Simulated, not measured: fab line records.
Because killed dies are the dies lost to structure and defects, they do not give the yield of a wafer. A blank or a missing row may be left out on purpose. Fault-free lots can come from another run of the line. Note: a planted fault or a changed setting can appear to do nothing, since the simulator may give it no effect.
fab line records	flow n5Finfet
record lots=24	wafers=72	lastDay=17
route steps=1938 shown WELL_APT@30 PMOS_HMC_CHANNEL_EPI@70 FIN_SAQP@138
lots untouched by any fault: they come from a run of this same line in which no faults occurred
startH: hours from the record's opening day to when the first of the lot's shown wafers began	waitH: hours from the lot's prior step to this one	" repeats the value in the row above	L1.1+2: several wafers, shown together as one row	- no value present, or no start provided	* or withheld: withheld	< > ~ a bound
route shown NAME@n: names a module that has steps shown in the file, with the first one's number in the route	usual: mean/standard deviation of fault-free wafers	same: alike in all rows	chamber/n: place in a boat	sites: the reading at each site	_std_site: their standard deviation	_edge_site: outer sites' mean less inner sites'	radiusMm: how far each site lies from the wafer's centre	mask NAME#n: copy n	behind: the most recent tool/chamber to have shaped the wafer	hold: the reason the lot was held/the length of the hold in hours/how it ended	device: transistor that didn't switch, given as n, p or np	end of line: the tests these same wafers got at the end of their route	a step without rows: its recipe alone	killed: the dies lost at the first sort to structure and to defects; this is not the yield of the wafer	map: the dies of a wafer, with x for killed, . for not killed, _ for no die there
set.NAME: setting as actually run; set.NAME@STEP: the setting as run at that earlier step	model.NAME: the simulator's own value behind a step, which no gauge read
the route's steps for a sample of lots (tables are steps, rows are wafers)
services: from which hour (startH, from the record's first day; less than 0 if before it) a tool's chamber was out of use, for how many hours, and why
## steps
# step N5_WELL_APT_INSPECT_10
# recipe mode=adi	inspectInstrument=macro
# usual rawDefectCount=1.9/1.5
lot.wafer	tool	chamber	startH	waitH	rawDefectCount
L074.1	defectInspect-02	-	13.73	0.0	4
L074.3	"	-	"	"	3
L074.6	"	-	"	"	1
L075.1	defectInspect-01	-	19.81	0.0	3
L075.3	"	-	"	"	0
L075.6	"	-	"	"	1
L076.1	defectInspect-02	-	26.27	0.0	1
L076.4	"	-	"	"	3
L076.6	"	-	"	"	1
L077.2	defectInspect-02	-	31.63	0.0	0
L077.3	"	-	"	"	2
L077.5	"	-	"	"	1
L078.1	defectInspect-01	-	37.63	0.0	5
L078.2	"	-	"	"	4
L078.5	"	-	"	"	0
L079.2	defectInspect-01	-	43.74	0.0	1
L079.4	"	-	"	"	0
L079.6	"	-	"	"	2
L080.1	defectInspect-02	-	49.88	0.0	3
L080.4	"	-	"	"	4
L080.5	"	-	"	"	3
L081.3	defectInspect-02	-	57.34	0.0	3
L081.5	"	-	"	"	1
L081.6	"	-	"	"	3
L082.1	defectInspect-02	-	61.76	0.0	2
L082.2	"	-	"	"	3
L082.5	"	-	"	"	3
L083.2	defectInspect-02	-	67.73	0.0	1
L083.3	"	-	"	"	3
L083.4	"	-	"	"	2
L084.1	defectInspect-02	-	74.14	0.0	4
L084.2	"	-	"	"	3
L084.3	"	-	"	"	0
L085.1	defectInspect-01	-	80.02	0.0	0
L085.2	"	-	"	"	1
L085.3	"	-	"	"	1
L086.1	defectInspect-01	-	85.86	0.0	1
L086.2	"	-	"	"	4
L086.4	"	-	"	"	5
L087.1	defectInspect-02	-	91.99	0.0	3
L087.5	"	-	"	"	1
L087.6	"	-	"	"	3
L088.2	defectInspect-02	-	97.74	0.0	1
L088.3	"	-	"	"	3
L088.5	"	-	"	"	1
L089.2	defectInspect-01	-	103.75	0.0	2
L089.5	"	-	"	"	3
L089.6	"	-	"	"	0
L090.1	defectInspect-02	-	110.03	0.0	1
L090.3	"	-	"	"	1
L090.4	"	-	"	"	1
L091.1	defectInspect-01	-	115.99	0.0	0
L091.2	"	-	"	"	0
L091.6	"	-	"	"	2
L092.1	defectInspect-01	-	121.86	0.0	3
L092.2	"	-	"	"	1
L092.4	"	-	"	"	4
L093.2	defectInspect-02	-	127.74	0.0	0
L093.5	"	-	"	"	2
L093.6	"	-	"	"	1
L094.3	defectInspect-02	-	133.64	0.0	3
L094.4	"	-	"	"	3
L094.5	"	-	"	"	0
L095.1	defectInspect-01	-	139.78	0.0	0
L095.2	"	-	"	"	2
L095.6	"	-	"	"	1
L096.1	defectInspect-02	-	145.70	0.0	1
L096.2	"	-	"	"	0
L096.5	"	-	"	"	0
L097.1	defectInspect-01	-	151.82	0.0	1
L097.2	"	-	"	"	2
L097.5	"	-	"	"	3
# step N5_WELL_APT_CD_MEAS_25
# recipe targetCdNm=200	landingEnergyEv=500	detector=seInlens
# usual cdNm=199.9/2.5
lot.wafer	tool	chamber	startH	waitH	cdNm
L074.1	cdSem-02	0	15.04	-	198.3
L074.3	"	0	"	"	200.6
L074.6	"	0	"	"	200.8
L075.1	cdSem-01	0	20.90	-	194.1
L075.3	"	0	"	"	196.6
L075.6	"	0	"	"	195.5
L076.1	cdSem-01	0	27.48	-	195.7
L076.4	"	0	"	"	201.4
L076.6	"	0	"	"	198.7
L077.2	cdSem-01	0	32.69	-	196.6
L077.3	"	0	"	"	198.2
L077.5	"	0	"	"	195.5
L078.1	cdSem-03	0	38.77	-	202.5
L078.2	"	0	"	"	204.0
L078.5	"	0	"	"	202.5
L079.2	cdSem-03	0	44.80	-	202.6
L079.4	"	0	"	"	202.9
L079.6	"	0	"	"	201.8
L080.1	cdSem-02	0	50.94	-	196.1
L080.4	"	0	"	"	200.0
L080.5	"	0	"	"	198.3
L081.3	cdSem-02	0	58.41	-	203.2
L081.5	"	0	"	"	199.3
L081.6	"	0	"	"	202.3
L082.1	cdSem-01	0	63.03	-	197.4
L082.2	"	0	"	"	196.0
L082.5	"	0	"	"	199.9
L083.2	cdSem-02	0	69.20	-	198.2
L083.3	"	0	"	"	201.7
L083.4	"	0	"	"	202.4
L084.1	cdSem-02	0	75.23	-	202.3
L084.2	"	0	"	"	203.0
L084.3	"	0	"	"	196.9
L085.1	cdSem-02	0	81.40	-	202.2
L085.2	"	0	"	"	203.3
L085.3	"	0	"	"	196.5
L086.1	cdSem-01	0	87.12	-	202.0
L086.2	"	0	"	"	199.1
L086.4	"	0	"	"	204.7
L087.1	cdSem-03	0	93.06	-	198.4
L087.5	"	0	"	"	198.1
L087.6	"	0	"	"	197.5
L088.2	cdSem-02	0	99.11	-	198.1
L088.3	"	0	"	"	195.1
L088.5	"	0	"	"	194.4
L089.2	cdSem-02	0	105.01	-	196.3
L089.5	"	0	"	"	199.6
L089.6	"	0	"	"	199.7
L090.1	cdSem-02	0	111.10	-	201.3
L090.3	"	0	"	"	203.0
L090.4	"	0	"	"	199.1
L091.1	cdSem-01	0	117.30	-	197.0
L091.2	"	0	"	"	202.3
L091.6	"	0	"	"	201.3
L092.1	cdSem-01	0	123.05	-	200.7
L092.2	"	0	"	"	200.7
L092.4	"	0	"	"	199.2
L093.2	cdSem-02	0	128.80	-	200.0
L093.5	"	0	"	"	196.5
L093.6	"	0	"	"	202.6
L094.3	cdSem-03	0	135.32	-	195.3
L094.4	"	0	"	"	201.2
L094.5	"	0	"	"	202.4
L095.1	cdSem-01	0	141.22	-	199.4
L095.2	"	0	"	"	200.6
L095.6	"	0	"	"	200.8
L096.1	cdSem-02	0	147.10	-	199.0
L096.2	"	0	"	"	197.4
L096.5	"	0	"	"	197.3
L097.1	cdSem-03	0	152.96	-	201.7
L097.2	"	0	"	"	200.7
L097.5	"	0	"	"	200.7
# step N5_PMOS_HMC_CHANNEL_EPI_HM_OPEN_15
# recipe chemistry=CHF3/O2	target=SiO2	maskMaterial=CAR-ArF-block	targetDepthA=406	CHF3_flow_sccm=50	O2_flow_sccm=5	Ar_flow_sccm=200	timeS=20.3	pressureMtorr=30	sourceW=650	biasW=170	ionEnergyEv=200
# usual biasW=170.1/0.47	drypumpMotorCurrentA=5.5/0.44	oes_ar_750_au=0.76/0.081	oesProductAu=0.76/0.088	rfVppV=520/8	showerheadPlenumPTorr=2.43/0.091	throttleValvePct=18.90/0.13
lot.wafer	tool	chamber	startH	waitH	biasW	drypumpMotorCurrentA	oes_ar_750_au	oesProductAu	rfHoursCounterH	rfVppV	showerheadPlenumPTorr	throttleValvePct
L074.1	rieDiel-01	1	17.37	0.0	170.3	6.0	0.73	0.71	204	532	2.39	18.78
L074.3	"	3	"	"	170.1	5.7	0.75	0.74	140	508	2.51	18.82
L074.6	"	0	"	"	169.9	5.3	0.93	0.92	-	527	2.56	18.79
L075.1	rieDiel-04	0	23.47	0.0	169.5	5.4	0.70	0.69	237	525	2.38	19.02
L075.3	"	1	"	"	169.8	5.1	0.72	0.71	204	522	2.48	18.83
L075.6	"	2	"	"	170.0	4.7	0.69	0.68	-	515	2.29	19.08
L076.1	rieDiel-01	1	29.68	0.0	169.1	6.0	0.73	0.71	208	532	2.39	18.79
L076.4	"	3	"	"	170.4	5.7	0.74	0.74	145	510	2.51	18.81
L076.6	"	3	"	"	170.4	5.7	0.75	0.74	-	509	2.51	18.81
L077.2	rieDiel-02	1	35.43	0.0	170.5	5.6	0.79	0.79	109	519	2.53	19.01
L077.3	"	0	"	"	169.7	6.5	0.72	0.72	199	505	2.49	18.71
L077.5	"	1	"	"	169.4	5.6	0.78	0.79	-	519	2.53	19.02
L078.1	rieDiel-04	3	41.43	0.0	169.0	5.9	0.73	0.73	173	521	2.28	19.08
L078.2	"	2	"	"	169.8	4.8	0.69	0.67	242	514	2.29	19.06
L078.5	"	3	"	"	170.0	5.9	0.73	0.73	-	520	2.28	19.09
L079.2	rieDiel-01	1	48.10	0.0	169.9	5.9	0.72	0.71	215	533	2.39	18.81
L079.4	"	0	"	"	169.9	5.3	0.89	0.91	34	527	2.56	18.79
L079.6	"	3	"	"	169.3	5.7	0.74	0.73	-	507	2.51	18.80
L080.1	rieDiel-02	2	54.76	0.0	170.1	5.1	0.73	0.73	170	534	2.41	18.79
L080.4	"	0	"	"	169.8	6.5	0.71	0.71	-	504	2.49	18.70
L080.5	"	2	"	"	169.6	5.1	0.72	0.74	-	535	2.41	18.76
L081.3	rieDiel-04	2	61.06	0.0	170.0	4.7	0.69	0.68	243	515	2.29	19.08
L081.5	"	0	"	"	170.3	5.4	0.70	0.69	-	526	2.38	19.03
L081.6	"	1	"	"	170.4	5.1	0.72	0.71	-	522	2.48	18.85
L082.1	rieDiel-04	3	65.81	0.0	169.8	5.9	0.73	0.72	175	521	2.28	19.09
L082.2	"	0	"	"	170.4	5.4	0.70	0.69	243	525	2.38	19.02
L082.5	"	3	"	"	169.6	5.9	0.73	0.72	-	521	2.28	19.09
L083.2	rieDiel-01	0	71.88	0.0	170.1	5.3	0.89	0.90	42	525	2.55	18.82
L083.3	"	3	"	"	170.0	5.7	0.73	0.72	162	509	2.50	18.84
L083.4	"	2	"	"	169.5	5.4	0.76	0.74	142	515	2.42	19.02
L084.1	rieDiel-01	3	77.82	0.0	171.0	5.7	0.73	0.74	164	509	2.50	18.86
L084.2	"	1	"	"	170.3	6.0	0.71	0.70	227	531	2.39	18.82
L084.3	"	2	"	"	169.2	5.4	0.75	0.75	144	515	2.42	19.03
L085.1	rieDiel-04	3	84.36	0.0	170.2	5.9	0.73	0.73	180	521	2.28	19.09
L085.2	"	1	"	"	170.4	5.1	0.71	0.71	216	523	2.48	18.85
L085.3	"	0	"	"	169.6	5.4	0.69	0.68	248	524	2.37	19.02
L086.1	rieDiel-01	2	90.26	0.0	169.9	5.4	0.76	0.75	148	515	2.42	19.03
L086.2	"	1	"	"	170.0	6.0	0.71	0.69	230	533	2.38	18.83
L086.4	"	3	"	"	171.0	5.7	0.72	0.72	168	507	2.50	18.86
L087.1	rieDiel-01	0	95.80	0.0	169.7	5.3	0.87	0.88	51	527	2.55	18.82
L087.5	"	0	"	"	170.6	5.3	0.88	0.88	-	527	2.55	18.82
L087.6	"	3	"	"	169.4	5.7	0.72	0.72	-	507	2.50	18.86
L088.2	rieDiel-02	3	102.36	0.0	170.5	4.9	0.91	0.91	18	518	2.37	18.89
L088.3	"	2	"	"	170.8	5.1	0.71	0.73	180	534	2.41	18.78
L088.5	"	3	"	"	170.3	4.9	0.91	0.93	-	515	2.37	18.89
L089.2	rieDiel-01	3	107.89	0.0	168.8	5.7	0.71	0.71	173	509	2.50	18.85
L089.5	"	0	"	"	170.3	5.3	0.86	0.88	-	528	2.55	18.83
L089.6	"	1	"	"	170.6	6.0	0.71	0.70	-	532	2.38	18.83
L090.1	rieDiel-04	3	113.65	0.0	169.8	5.9	0.72	0.72	191	521	2.28	19.12
L090.3	"	1	"	"	170.6	5.1	0.70	0.70	227	522	2.47	18.86
L090.4	"	1	"	"	171.0	5.1	0.71	0.70	-	522	2.47	18.87
L091.1	rieDiel-04	3	120.03	0.0	170.4	5.9	0.72	0.71	194	520	2.28	19.12
L091.2	"	1	"	"	169.4	5.1	0.71	0.70	230	524	2.47	18.86
L091.6	"	2	"	"	170.3	4.7	0.97	0.98	-	523	2.58	18.70
L092.1	rieDiel-04	2	125.52	0.0	170.2	4.8	0.96	0.97	4	525	2.58	18.71
L092.2	"	3	"	"	170.3	5.9	0.72	0.72	196	522	2.28	19.11
L092.4	"	2	"	"	170.4	4.7	0.95	0.96	-	523	2.58	18.72
L093.2	rieDiel-02	1	131.38	0.0	170.9	5.6	0.76	0.75	141	519	2.52	19.05
L093.5	"	3	"	"	170.3	4.9	0.89	0.90	-	518	2.37	18.89
L093.6	"	2	"	"	169.2	5.1	0.71	0.71	-	535	2.41	18.83
L094.3	rieDiel-04	0	137.91	0.0	169.8	5.4	0.99	1.01	2	525	2.37	18.62
L094.4	"	3	"	"	170.2	5.9	0.72	0.72	200	521	2.27	19.15
L094.5	"	1	"	"	170.1	5.1	0.70	0.70	-	523	2.47	18.88
L095.1	rieDiel-01	1	143.93	0.0	170.3	6.0	0.70	0.69	247	532	2.38	18.86
L095.2	"	0	"	"	170.9	5.3	0.86	0.86	64	526	2.54	18.83
L095.6	"	0	"	"	170.2	5.3	0.86	0.86	-	526	2.54	18.84
L096.1	rieDiel-01	0	149.85	0.0	169.8	5.3	0.85	0.86	67	526	2.54	18.84
L096.2	"	1	"	"	170.3	6.0	0.70	0.69	249	532	2.38	18.86
L096.5	"	2	"	"	170.8	5.4	0.73	0.72	-	515	2.41	19.05
L097.1	rieDiel-04	3	155.80	0.0	170.5	5.9	0.71	0.70	205	521	2.27	19.15
L097.2	"	1	"	"	169.6	5.1	0.70	0.68	241	521	2.47	18.91
L097.5	"	3	"	"	170.1	5.9	0.71	0.70	-	520	2.27	19.14
# step N5_PMOS_HMC_CHANNEL_EPI_ETCH_38
# recipe chemistry=CF4	target=SiO2	targetDepthA=15	ionEnergyEv=350	pressureMtorr=10	icpW=800	biasW=400	cf4FlowSccm=80
# usual biasW=400.0/1.2	drypumpMotorCurrentA=5.78/0.27	oesProductAu=0.992/0.017	throttleValvePct=21.87/0.22
lot.wafer	tool	chamber	startH	waitH	biasW	drypumpMotorCurrentA	oesProductAu	rfHoursCounterH	throttleValvePct
L074.1	rieSi-01	1	17.73	0.0	399.5	5.97	0.995	17	21.93
L074.3	"	3	"	"	402.3	5.94	0.988	111	21.83
L074.6	"	0	"	"	402.7	5.77	1.011	-	22.17
L075.1	rieSi-02	3	23.83	0.0	400.9	5.84	0.967	22	21.51
L075.3	"	1	"	"	398.5	5.84	1.002	184	21.79
L075.6	"	2	"	"	399.2	5.85	1.002	-	21.96
L076.1	rieSi-02	2	30.04	0.0	398.7	5.85	1.000	41	21.97
L076.4	"	1	"	"	400.5	5.79	0.995	184	21.79
L076.6	"	3	"	"	398.0	5.84	0.977	-	21.55
L077.2	rieSi-06	2	35.79	0.0	402.2	6.03	0.991	6	21.66
L077.3	"	0	"	"	398.9	5.93	1.036	7	22.29
L077.5	"	3	"	"	400.2	6.18	0.992	-	21.61
L078.1	rieSi-02	0	41.78	0.0	400.3	5.23	0.975	67	22.10
L078.2	"	3	"	"	399.9	5.81	0.964	23	21.53
L078.5	"	0	"	"	399.5	5.24	0.979	-	22.09
L079.2	rieSi-02	3	48.46	0.0	400.5	5.81	0.968	23	21.55
L079.4	"	0	"	"	400.4	5.23	0.980	67	22.08
L079.6	"	1	"	"	401.0	5.83	0.992	-	21.79
L080.1	rieSi-06	0	55.12	0.0	398.5	5.92	1.032	7	22.27
L080.4	"	1	"	"	399.8	5.85	0.969	-	21.97
L080.5	"	2	"	"	398.5	6.04	0.996	-	21.64
L081.3	rieSi-02	3	61.42	0.0	401.2	5.81	0.981	23	21.53
L081.5	"	2	"	"	398.7	5.83	0.993	-	21.97
L081.6	"	1	"	"	398.3	5.78	0.998	-	21.79
L082.1	rieSi-02	3	66.17	0.0	397.8	5.81	0.955	23	21.51
L082.2	"	0	"	"	401.2	5.24	0.985	68	22.09
L082.5	"	3	"	"	397.9	5.79	0.967	-	21.54
L083.2	rieSi-02	1	72.26	0.0	400.3	5.79	0.995	185	21.79
L083.3	"	2	"	"	399.0	5.86	1.006	41	21.97
L083.4	"	3	"	"	400.1	5.83	0.969	23	21.54
L084.1	rieSi-06	2	78.39	0.0	402.2	6.03	0.991	7	21.65
L084.2	"	0	"	"	400.8	5.90	1.036	8	22.30
L084.3	"	1	"	"	399.9	5.85	0.974	161	21.98
L085.1	rieSi-02	0	84.92	0.0	400.0	5.23	0.985	68	22.09
L085.2	"	1	"	"	399.4	5.77	1.006	185	21.79
L085.3	"	2	"	"	398.8	5.83	0.996	42	21.96
L086.1	rieSi-02	0	90.62	0.0	400.3	5.23	0.980	68	22.08
L086.2	"	1	"	"	400.2	5.78	0.997	185	21.79
L086.4	"	3	"	"	400.7	5.82	0.972	24	21.52
L087.1	rieSi-06	0	96.16	0.0	401.6	5.92	1.034	8	22.28
L087.5	"	2	"	"	399.0	6.02	0.988	-	21.65
L087.6	"	1	"	"	400.0	5.82	0.980	-	21.97
L088.2	rieSi-06	3	102.93	0.0	398.4	6.21	0.993	102	21.61
L088.3	"	0	"	"	399.8	5.92	1.026	8	22.27
L088.5	"	3	"	"	397.9	6.18	0.993	-	21.62
L089.2	rieSi-01	1	108.49	0.0	403.1	6.00	1.006	19	21.93
L089.5	"	3	"	"	400.3	5.97	0.998	-	21.86
L089.6	"	2	"	"	398.6	5.31	1.007	-	21.70
L090.1	rieSi-01	2	114.00	0.0	401.8	5.31	0.986	176	21.68
L090.3	"	3	"	"	399.2	5.93	0.981	112	21.85
L090.4	"	1	"	"	400.5	5.99	0.972	19	21.93
L091.1	rieSi-01	1	120.39	0.0	400.7	5.99	0.994	19	21.94
L091.2	"	0	"	"	401.5	5.74	1.010	177	22.17
L091.6	"	3	"	"	401.5	5.87	0.997	-	21.85
L092.1	rieSi-02	3	125.87	0.0	398.6	5.84	0.970	24	21.54
L092.2	"	0	"	"	399.0	5.23	0.980	69	22.09
L092.4	"	1	"	"	400.8	5.83	1.002	186	21.80
L093.2	rieSi-01	2	131.74	0.0	402.2	5.31	0.995	177	21.69
L093.5	"	2	"	"	400.7	5.29	0.989	-	21.70
L093.6	"	1	"	"	398.8	6.00	0.984	-	21.92
L094.3	rieSi-01	0	138.29	0.0	399.7	5.73	1.010	177	22.15
L094.4	"	1	"	"	400.1	5.99	0.993	19	21.91
L094.5	"	2	"	"	399.0	5.30	0.997	-	21.70
L095.1	rieSi-02	0	144.29	0.0	398.5	5.23	0.984	69	22.08
L095.2	"	3	"	"	399.6	5.84	0.971	24	21.54
L095.6	"	3	"	"	400.9	5.83	0.980	-	21.55
L096.1	rieSi-06	2	150.21	0.0	400.3	6.06	1.002	8	21.67
L096.2	"	0	"	"	401.4	5.90	1.036	9	22.29
L096.5	"	1	"	"	402.1	5.83	0.995	-	21.97
L097.1	rieSi-06	0	156.16	0.0	402.1	5.93	1.039	9	22.26
L097.2	"	1	"	"	400.9	5.81	0.984	163	21.99
L097.5	"	3	"	"	399.1	6.21	0.993	-	21.64
# step N5_PMOS_HMC_CHANNEL_EPI_CMP_21
# recipe material=SiGe30	postCmpClean=alkalineBrush	targetThkNm=54
# usual motorCurrentA=11.9/1.1
lot.wafer	tool	chamber	startH	waitH	motorCurrentA
L074.1	cmp-02	1	19.66	0.0	12.6
L074.3	"	0	"	"	13.4
L074.6	"	1	"	"	12.6
L075.3	cmp-03	2	25.37	0.0	11.5
L075.1	"	0	"	"	11.2
L075.6	"	2	"	"	10.9
L076.1	cmp-03	2	32.02	0.1	11.1
L076.4	"	3	"	"	12.1
L076.6	"	1	"	"	10.5
L077.3	cmp-03	3	37.80	0.1	11.4
L077.2	"	0	"	"	11.4
L077.5	"	2	"	"	11.1
L078.2	cmp-02	3	43.71	0.0	11.4
L078.1	"	1	"	"	12.1
L078.5	"	3	"	"	11.4
L079.2	cmp-02	2	50.39	0.0	11.5
L079.4	"	3	"	"	11.5
L079.6	"	3	"	"	11.4
L080.4	cmp-01	3	57.04	0.0	14.4
L080.1	"	0	"	"	11.7
L080.5	"	3	"	"	14.6
L081.3	cmp-01	3	63.46	0.1	14.5
L081.6	"	0	"	"	12.0
L081.5	"	1	"	"	11.4
L082.2	cmp-02	1	68.24	0.2	12.7
L082.1	"	2	"	"	11.1
L082.5	"	0	"	"	13.2
L083.3	cmp-03	0	74.28	0.1	10.8
L083.2	"	2	"	"	10.8
L083.4	"	3	"	"	11.7
L084.3	cmp-01	0	79.92	0.0	12.3
L084.1	"	1	"	"	11.9
L084.2	"	2	"	"	10.9
L085.3	cmp-01	3	86.93	0.0	14.1
L085.1	"	0	"	"	12.5
L085.2	"	1	"	"	11.7
L086.2	cmp-01	1	93.08	0.0	11.1
L086.4	"	2	"	"	10.8
L086.1	"	3	"	"	14.4
L087.1	cmp-01	0	98.16	0.1	12.6
L087.6	"	2	"	"	11.3
L087.5	"	3	"	"	13.2
L088.2	cmp-01	1	105.03	0.1	10.8
L088.3	"	3	"	"	14.8
L088.5	"	1	"	"	11.5
L089.2	cmp-02	2	110.28	0.2	10.9
L089.6	"	2	"	"	10.9
L089.5	"	3	"	"	11.5
L090.1	cmp-02	2	116.37	0.4	11.7
L090.4	"	3	"	"	10.7
L090.3	"	1	"	"	12.7
L091.2	cmp-02	1	122.34	0.0	12.9
L091.1	"	2	"	"	11.4
L091.6	"	2	"	"	10.7
L092.1	cmp-01	2	127.85	0.0	11.0
L092.4	"	3	"	"	15.2
L092.2	"	1	"	"	11.7
L093.2	cmp-02	1	133.75	0.1	12.4
L093.5	"	3	"	"	11.1
L093.6	"	0	"	"	13.0
L094.3	cmp-01	1	140.23	0.0	12.1
L094.4	"	2	"	"	11.5
L094.5	"	1	"	"	11.3
L095.2	cmp-02	2	145.83	0.0	11.0
L095.1	"	1	"	"	12.8
L095.6	"	2	"	"	11.2
L096.1	cmp-02	0	151.85	0.1	13.0
L096.2	"	1	"	"	12.7
L096.5	"	3	"	"	11.4
L097.1	cmp-03	0	157.72	0.1	11.0
L097.2	"	2	"	"	11.6
L097.5	"	0	"	"	11.5
# step N5_FIN_SAQP_SPACER2_ALD_28
# recipe material=SiO2	targetThkA=81	tempC=300	aldPrecursorFamily=BDEAS	aldCoReactant=O2-plasma	pulseTimeS=1	purgeTimeS=2	coReactantPurgeTimeS=2	pressureTorr=2
# usual heaterPowerW=453/39	precursorPulseHeightRel=0.999/0.02
lot.wafer	tool	chamber	startH	waitH	heaterPowerW	precursorPulseHeightRel
L074.1	aldSin-02	0	25.28	0.1	513	1.023
L074.3	"	2	"	"	451	1.018
L074.6	"	1	"	"	453	1.008
L075.1	aldSin-01	2	32.93	1.5	474	0.984
L075.3	"	3	"	"	491	1.017
L075.6	"	3	"	"	483	1.025
L076.1	aldSin-02	0	37.92	0.2	521	1.034
L076.4	"	2	"	"	451	0.975
L076.6	"	2	"	"	455	0.980
L077.2	aldSin-01	2	43.44	0.1	480	1.001
L077.3	"	1	"	"	424	0.997
L077.5	"	2	"	"	469	1.008
L078.1	aldSin-04	0	49.46	0.1	401	0.980
L078.2	"	1	"	"	452	0.964
L078.5	"	3	"	"	460	1.010
L079.2	aldSin-01	0	56.26	0.1	435	1.031
L079.4	"	2	"	"	469	1.021
L079.6	"	3	"	"	487	1.019
L080.1	aldSin-04	0	62.44	0.1	412	1.019
L080.4	"	3	"	"	472	0.996
L080.5	"	0	"	"	394	0.999
L081.3	aldSin-04	3	69.91	1.0	468	0.983
L081.5	"	3	"	"	467	0.970
L081.6	"	0	"	"	407	0.992
L082.1	aldSin-01	1	74.44	0.1	435	1.009
L082.2	"	2	"	"	467	0.994
L082.5	"	2	"	"	477	0.987
L083.2	aldSin-02	2	80.07	0.2	456	1.014
L083.3	"	0	"	"	501	0.982
L083.4	"	3	"	"	423	1.006
L084.1	aldSin-01	3	86.01	0.1	493	1.030
L084.2	"	2	"	"	469	0.981
L084.3	"	0	"	"	446	0.991
L085.1	aldSin-01	0	94.50	1.7	456	1.007
L085.2	"	1	"	"	451	0.982
L085.3	"	3	"	"	502	0.995
L086.1	aldSin-01	3	99.65	0.3	497	1.001
L086.2	"	0	"	"	456	1.015
L086.4	"	1	"	"	446	1.031
L087.1	aldSin-04	2	104.32	0.1	367	1.017
L087.5	"	3	"	"	456	0.976
L087.6	"	2	"	"	363	0.986
L088.2	aldSin-01	1	110.59	0.1	448	1.000
L088.3	"	2	"	"	475	0.983
L088.5	"	0	"	"	445	1.000
L089.2	aldSin-04	3	116.87	0.1	477	0.991
L089.5	"	1	"	"	461	0.989
L089.6	"	0	"	"	398	0.971
L090.1	aldSin-02	1	121.71	0.1	452	0.973
L090.3	"	3	"	"	437	0.991
L090.4	"	0	"	"	523	0.967
L091.1	aldSin-04	2	127.65	0.1	363	0.985
L091.2	"	1	"	"	465	0.995
L091.6	"	1	"	"	448	1.024
L092.1	aldSin-02	3	133.85	0.1	435	0.968
L092.2	"	0	"	"	516	0.976
L092.4	"	1	"	"	444	1.007
L093.2	aldSin-02	2	139.41	0.2	459	0.951
L093.5	"	0	"	"	523	0.996
L093.6	"	1	"	"	454	0.975
L094.3	aldSin-04	3	148.15	0.4	458	1.016
L094.4	"	2	"	"	368	0.968
L094.5	"	0	"	"	406	1.001
L095.1	aldSin-01	0	152.73	0.1	447	0.999
L095.2	"	3	"	"	501	0.985
L095.6	"	2	"	"	473	0.982
L096.1	aldSin-04	3	157.55	0.1	461	0.997
L096.2	"	1	"	"	471	1.022
L096.5	"	0	"	"	406	1.019
L097.1	aldSin-02	2	163.31	0.1	456	1.002
L097.2	"	3	"	"	444	0.995
L097.5	"	2	"	"	465	0.982
## services
tool	chamber	startH	hours	kind
aldSin-01	-	-5.25	14.0	pm
cmp-01	-	0.50	1.0	repair
rieDiel-01	3	2.64	8.7	repair
cmp-03	-	5.16	2.6	repair
cmp-01	-	13.89	0.4	repair
aldSin-01	0	17.90	20.7	repair
cmp-01	-	27.00	2.5	repair
aldSin-04	-	27.73	6.0	pm
cmp-02	-	28.22	4.5	pm
rieSi-06	3	41.44	53.8	repair
rieDiel-01	0	42.37	4.5	repair
cmp-03	-	43.10	10.5	pm
rieDiel-04	-	44.68	15.6	pm
aldSin-01	1	47.00	7.8	repair
rieDiel-01	0	51.11	3.1	repair
rieSi-01	1	59.49	1.5	repair
cmp-02	-	61.79	6.2	pm
cmp-01	-	90.69	0.4	repair
rieDiel-01	1	91.99	3.6	repair
cmp-02	-	116.60	4.0	pm
cmp-02	-	136.64	2.2	repair
aldSin-02	0	151.45	4.1	repair
cmp-01	-	153.65	4.2	pm
cmp-01	-	157.95	2.1	repair
## key
fault none
